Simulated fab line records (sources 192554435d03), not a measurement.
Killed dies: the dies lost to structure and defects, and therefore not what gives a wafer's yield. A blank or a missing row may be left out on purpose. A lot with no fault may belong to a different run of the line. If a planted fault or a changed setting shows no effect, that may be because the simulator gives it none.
A lot that was struck, set against a sound lot :: flow n5Finfet :: 42 out of 1938 route steps
Sound: wafers L861.3, L861.4, L861.6. Struck: wafer L880.4. (L880.1, L880.5 of the same lot were not struck and are left out.) The cause comes at the end.
Order at every step that has rows: each side's tool, ch and its chambers, its first start. Under that, the readings that differ: sound wafers :: struck wafers :: difference of the means :: sigmas: that difference in standard deviations of wafers without a fault.
alike: words and numbers the same on both sides, and readings whose means are apart by under 2 such deviations; not compared: readings that were withheld, readings missing a value for some wafer, numbers with overlapping values and no deviation given by the record, and bounds like >300 which may hide the same value.
A row with sigmas, a row that says differs or no value, or rows on one side alone: a step with any of these is where the two part. Numbers that don't overlap but have no deviation are shown without sigmas and don't part them. A reading that every wafer of one side lacks parts them only if that side has two wafers or more.

first, 3 steps without rows for these wafers: N5_STI_FIN_REVEAL_OXIDATION_33 (chemistry O2 PLASMA REMOTE, time 20 s); N5_STI_FIN_REVEAL_CLEAN_19 (cleans in O3/DIW, time 120 s); N5_STI_FIN_REVEAL_SRD_23 (time 30 s).
N5_STI_FIN_REVEAL_CD_MEAS_22: target cd 6.238 nm, pitch 28 nm.
  sound on cdSem-02 at day 3 02:19; struck on cdSem-02 at day 8 03:56
  alike: cdNm
N5_STI_FIN_REVEAL_FIN_H_MEAS_10:
  sound on ocd-02 at day 3 02:21; struck on ocd-01 at day 8 03:58
  alike: trenchDepthNm
then, 2 steps without rows for these wafers: N5_STI_FIN_REVEAL_PRECLEAN_18 (cleans in SC2, time 45 s); N5_STI_FIN_REVEAL_SRD_28 (time 30 s).
N5_STI_FIN_REVEAL_INSPECT_13: inspects for defects (darkfield).
  sound on defectInspect-01 at day 3 02:26; struck on defectInspect-01 at day 8 04:03
  alike: rawDefectCount
then, 4 steps without rows for these wafers: N5_DUMMY_GATE_PRECLEAN_00 (cleans in O3/DIW, time 60 s); N5_DUMMY_GATE_SRD_01 (time 30 s); N5_DUMMY_GATE_ALD_02 (deposits SiO2, target thk 2 nm, pulse time 1 s); N5_DUMMY_GATE_CVD_03 (deposits a-Si from SiH4, target thk 150 nm, time 8042 s).
N5_DUMMY_GATE_PRECLEAN_46: cleans in DIW, time 89.5 s.
  sound on wetBench-02 ch 0,2,7, day 3 10:52; struck on wetBench-03 ch 0,3,5, day 8 07:56
then, 2 steps without rows for these wafers: N5_DUMMY_GATE_SRD_47 (dry time 32 s); N5_DUMMY_GATE_CMP_04 (polishes a-Si).
N5_DUMMY_GATE_THK_MEAS_05:
  sound on filmMetro-01 at day 3 11:11; struck on filmMetro-01 at day 8 08:14
  alike: thkNm
then, 11 steps without rows for these wafers: N5_DUMMY_GATE_HM_DEP_06 (deposits SiNx from DCS/NH3, target thk 80 nm, time 5141 s); N5_DUMMY_GATE_PECVD_30 (deposits SiO2 from TEOS/O2, target thk 55 nm, time 10.8 s); N5_DUMMY_GATE_COAT_34 (time 60 s, resist thk 60 nm); N5_DUMMY_GATE_COAT_35 (time 60 s, resist thk 10 nm); N5_DUMMY_GATE_COAT_28 (time 60 s, resist thk 10 nm); N5_DUMMY_GATE_COAT_09 (resist thk 30 nm); N5_DUMMY_GATE_EBR_11; N5_DUMMY_GATE_SOFTBAKE_10 (time 60 s); N5_DUMMY_GATE_EXPOSE_12 (exposes mask GATE, target cd 25 nm); N5_DUMMY_GATE_PEB_13 (peb time 60 s); N5_DUMMY_GATE_DEVELOP_14 (develop time 30 s).
N5_DUMMY_GATE_CD_MEAS_15: target cd 25.8 nm.
  sound on cdSem-01 ch 0, day 3 15:29; struck on cdSem-01 ch 0, day 8 12:39
  alike: cdNm
N5_DUMMY_GATE_OVL_MEAS_16:
  sound on overlay-02 ch 0, day 3 15:32; struck on overlay-02 ch 0, day 8 12:41
reading: GATE_OVL (nm)
sound: 0.7 0.2 1.5
struck: -1.1
difference: -1.9
sigmas: -3
then, 1 step without rows for these wafers: N5_DUMMY_GATE_DESCUM_20 (chemistry O2, time 6.2 s).
N5_DUMMY_GATE_ETCH_29: etches underlayer in N2/H2, target depth 13 nm.
  sound on rieDiel-04 ch 0,2,3, day 3 15:40; struck on rieDiel-02 ch 3, day 8 12:52
  alike: drypumpMotorCurrentA, oesProductAu, rfVppV, showerheadPlenumPTorr, throttleValvePct
  not compared: rfHoursCounterH
then, 4 steps without rows for these wafers: N5_DUMMY_GATE_ETCH_36 (etches SiARC in CF4, target depth 13 nm); N5_DUMMY_GATE_ETCH_37 (etches SOC in N2/H2, target depth 60 nm, overetch 30 nm); N5_DUMMY_GATE_STRIP_38 (strips in N2/H2); N5_DUMMY_GATE_STRIP_39 (strips in N2/H2).
N5_DUMMY_GATE_TRIM_49: chemistry O2, time 29 s, target cd 14 nm.
  sound on rieSi-02 ch 0,3, day 3 15:50; struck on rieSi-03 ch 3, day 8 13:02
  alike: drypumpMotorCurrentA, oesProductAu, throttleValvePct
  not compared: rfHoursCounterH
N5_DUMMY_GATE_STRIP_40: strips in CF4.
  sound on rieDiel-02 ch 0,1, day 3 15:56; struck on rieDiel-02 ch 3, day 8 13:08
  alike: biasPowerW, drypumpMotorCurrentA, oesProductAu, rfVppV, showerheadPlenumPTorr, throttleValvePct
  not compared: rfHoursCounterH
N5_DUMMY_GATE_CD_MEAS_50: target cd 14 nm.
  sound on cdSem-01 at day 3 15:59; struck on cdSem-03 at day 8 13:11
  alike: cdNm
N5_DUMMY_GATE_ETCH_31: etches SiO2 in C4F6/O2, target depth 82.5 nm, time 27.5 s.
  sound on rieDiel-02 ch 0,2, day 3 16:02; struck on rieDiel-02 ch 0, day 8 13:14
  alike: drypumpMotorCurrentA, oesProductAu, rfVppV, showerheadPlenumPTorr, throttleValvePct
  not compared: rfHoursCounterH
N5_DUMMY_GATE_STRIP_41: strips in O2.
  sound on rieDiel-02 ch 0,2, day 3 16:05; struck on rieDiel-02 ch 0, day 8 13:17
  alike: drypumpMotorCurrentA, oesProductAu, rfVppV, showerheadPlenumPTorr, throttleValvePct
  not compared: rfHoursCounterH
then, 1 step without rows for these wafers: N5_DUMMY_GATE_HM_OPEN_21 (chemistry CH3F/O2, target SiNx, target depth 120 nm, time 171.4 s).
-- here the record skips 12 days between the struck wafers' starts before and after, leaving off in module DUMMY_GATE and picking up in module PASSIVATION (first step shown: number 1936 of the route) --
N5_PASSIVATION_PROBE_49:
  sound on prober-01 at day 12 13:40; struck on prober-01 at day 20 11:33
reading: killedAtFrontEnd
sound: 43 29 47
struck: 138
difference: +98
sigmas: +8

reading: killedDies
sound: 109 88 137
struck: 212
difference: +101
sigmas: +5

reading: killedOnRim
sound: 12 8 15
struck: 31
difference: +19
sigmas: +5
  alike: killed_at_M0_to_M3, killed_at_M4_up, killedAtContacts, killedAtOther, killedOpen, killedShort

== WHERE THEY PART ==
First at N5_DUMMY_GATE_OVL_MEAS_16; last, within this record, at N5_PASSIVATION_PROBE_49.

WHY: whatever the simulator had introduced
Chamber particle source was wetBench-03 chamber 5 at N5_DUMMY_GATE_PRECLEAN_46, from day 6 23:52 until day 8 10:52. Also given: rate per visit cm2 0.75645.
